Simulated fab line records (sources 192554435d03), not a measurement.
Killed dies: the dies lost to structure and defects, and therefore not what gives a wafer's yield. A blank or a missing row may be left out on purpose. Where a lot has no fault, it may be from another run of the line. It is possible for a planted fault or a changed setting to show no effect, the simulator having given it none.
Tool commonality check :: flow n5 finfet :: 27 wafers sampled across 9 lots

REASON FOR OPENING
On 3 of the 9 lots, a flag is raised at N5_SD_EPI_P_INSPECT_26 on the reading raw defect count. Wafers without a fault read 172, standard deviation 37.
Rule: a lot is flagged in two cases, either no wafer of it has a number, or all its wafers with numbers fall more than 4 standard deviations from that mean. As for the other lots, they are considered sound.

lot: L146
measured: day 3 16:17
on: defect inspect-02
raw defect count, wafer by wafer: 152 158 228
flag: 

lot: L151
measured: day 5 02:28
on: defect inspect-02
raw defect count, wafer by wafer: 202 217 243
flag: 

lot: L156
measured: day 6 04:27
on: defect inspect-01
raw defect count, wafer by wafer: 1370 1355 1452
flag: FLAGGED

lot: L157
measured: day 6 11:19
on: defect inspect-02
raw defect count, wafer by wafer: 1387 1390 1489
flag: FLAGGED

lot: L158
measured: day 6 20:40
on: defect inspect-01
raw defect count, wafer by wafer: 1389 1377 1377
flag: FLAGGED

lot: L164
measured: day 8 05:57
on: defect inspect-02
raw defect count, wafer by wafer: 165 145 144
flag: 

lot: L165
measured: day 8 12:04
on: defect inspect-02
raw defect count, wafer by wafer: 139 157 164
flag: 

lot: L166
measured: day 8 17:26
on: defect inspect-02
raw defect count, wafer by wafer: 189 187 125
flag: 

lot: L167
measured: day 8 20:43
on: defect inspect-02
raw defect count, wafer by wafer: 177 119 116
flag: 
The numbers of the flagged lots are 1398 on average: +1226 against the usual, or +33 standard deviations.

EACH LOT AND THE TOOL IT RAN ON
3 process steps preceding the reading are held in the record, out of 1938 steps in the route. Read each cell as the tool, then ch plus the chambers that the sampled wafers visited, then the start.
lot: L146
flag: 
N5_SD_EPI_N_VAPOR_ETCH_50: epi rpcvd-03 ch 0, day 3 09:19
N5_SD_EPI_P_ETCHBACK_46: rie diel-04 ch 0,1,3, day 3 12:57
N5_SD_EPI_P_STRIP_40: plasma asher-01 ch 0,1, day 3 13:25

lot: L151
flag: 
N5_SD_EPI_N_VAPOR_ETCH_50: epi rpcvd-01 ch 0, day 4 17:13
N5_SD_EPI_P_ETCHBACK_46: rie diel-04 ch 2,3, day 4 22:20
N5_SD_EPI_P_STRIP_40: plasma asher-02 ch 0,1, day 4 22:45

lot: L156
flag: FLAGGED
N5_SD_EPI_N_VAPOR_ETCH_50: epi rpcvd-03 ch 0, day 5 21:08
N5_SD_EPI_P_ETCHBACK_46: rie diel-02 ch 2,3, day 6 01:08
N5_SD_EPI_P_STRIP_40: plasma asher-01 ch 0, day 6 01:32

lot: L157
flag: FLAGGED
N5_SD_EPI_N_VAPOR_ETCH_50: epi rpcvd-03 ch 0, day 6 02:26
N5_SD_EPI_P_ETCHBACK_46: rie diel-02 ch 0,1,2, day 6 07:10
N5_SD_EPI_P_STRIP_40: plasma asher-01 ch 0,1, day 6 07:35

lot: L158
flag: FLAGGED
N5_SD_EPI_N_VAPOR_ETCH_50: epi rpcvd-02 ch 0, day 6 14:01
N5_SD_EPI_P_ETCHBACK_46: rie diel-02 ch 1,3, day 6 17:22
N5_SD_EPI_P_STRIP_40: plasma asher-02 ch 0,1, day 6 17:47

lot: L164
flag: 
N5_SD_EPI_N_VAPOR_ETCH_50: epi rpcvd-03 ch 0, day 7 21:44
N5_SD_EPI_P_ETCHBACK_46: rie diel-04 ch 0,1, day 8 01:48
N5_SD_EPI_P_STRIP_40: plasma asher-01 ch 0,1, day 8 02:13

lot: L165
flag: 
N5_SD_EPI_N_VAPOR_ETCH_50: epi rpcvd-03 ch 0, day 8 04:01
N5_SD_EPI_P_ETCHBACK_46: rie diel-04 ch 0,2,3, day 8 07:55
N5_SD_EPI_P_STRIP_40: plasma asher-02 ch 0,1, day 8 08:21

lot: L166
flag: 
N5_SD_EPI_N_VAPOR_ETCH_50: epi rpcvd-03 ch 0, day 8 09:00
N5_SD_EPI_P_ETCHBACK_46: rie diel-04 ch 0,2, day 8 13:18
N5_SD_EPI_P_STRIP_40: plasma asher-02 ch 0,1, day 8 13:43

lot: L167
flag: 
N5_SD_EPI_N_VAPOR_ETCH_50: epi rpcvd-02 ch 0, day 8 13:56
N5_SD_EPI_P_ETCHBACK_46: rie diel-02 ch 0,1,3, day 8 17:25
N5_SD_EPI_P_STRIP_40: plasma asher-01 ch 0,1, day 8 17:50
What is done by these steps:
- N5_SD_EPI_N_VAPOR_ETCH_50: etches Si in HCl, time 54 s.
- N5_SD_EPI_P_ETCHBACK_46: etches SiNx in CH3F/O2, stops on SiO2, target depth 17.5 nm.
- N5_SD_EPI_P_STRIP_40: strips in N2/H2.
- N5_SD_EPI_P_INSPECT_26: inspects for defects (darkfield).

FLAGGED AGAINST TOTAL, ONE TOOL AT A TIME (gauges that did the reading follow at the end)
step: N5_SD_EPI_N_VAPOR_ETCH_50
tool: epi rpcvd-01
lots run: 1
flagged: 0
share of the flagged lots: none
sound lots run after its first flagged lot: -

step: N5_SD_EPI_N_VAPOR_ETCH_50
tool: epi rpcvd-02
lots run: 2
flagged: 1
share of the flagged lots: some
sound lots run after its first flagged lot: 1 (L167)

step: N5_SD_EPI_N_VAPOR_ETCH_50
tool: epi rpcvd-03
lots run: 6
flagged: 2
share of the flagged lots: some
sound lots run after its first flagged lot: 3 (L164,L165,L166)

step: N5_SD_EPI_P_ETCHBACK_46
tool: rie diel-02
lots run: 4
flagged: 3
share of the flagged lots: all
sound lots run after its first flagged lot: 1 (L167)

step: N5_SD_EPI_P_ETCHBACK_46
tool: rie diel-04
lots run: 5
flagged: 0
share of the flagged lots: none
sound lots run after its first flagged lot: -

step: N5_SD_EPI_P_STRIP_40
tool: plasma asher-01
lots run: 5
flagged: 2
share of the flagged lots: some
sound lots run after its first flagged lot: 2 (L164,L167)

step: N5_SD_EPI_P_STRIP_40
tool: plasma asher-02
lots run: 4
flagged: 1
share of the flagged lots: some
sound lots run after its first flagged lot: 2 (L165,L166)

step: N5_SD_EPI_P_INSPECT_26
tool: defect inspect-01
lots run: 2
flagged: 2
share of the flagged lots: some
sound lots run after its first flagged lot: 0

step: N5_SD_EPI_P_INSPECT_26
tool: defect inspect-02
lots run: 7
flagged: 1
share of the flagged lots: some
sound lots run after its first flagged lot: 4 (L164,L165,L166,L167)

THE TABLE: WHAT IT ALLOWS
In the table, 1 row covers all flagged lots: rie diel-02 at N5_SD_EPI_P_ETCHBACK_46.
- rie diel-02 at N5_SD_EPI_P_ETCHBACK_46: 3 of its 4 lots flagged. Lots that were sound ran on it after the first flagged one (L167); a persistent fault on the entire tool would not allow that.
Every row of the table either missed a flagged lot or ran a sound lot after the first.

WHAT THE SIMULATOR HAD PUT IN
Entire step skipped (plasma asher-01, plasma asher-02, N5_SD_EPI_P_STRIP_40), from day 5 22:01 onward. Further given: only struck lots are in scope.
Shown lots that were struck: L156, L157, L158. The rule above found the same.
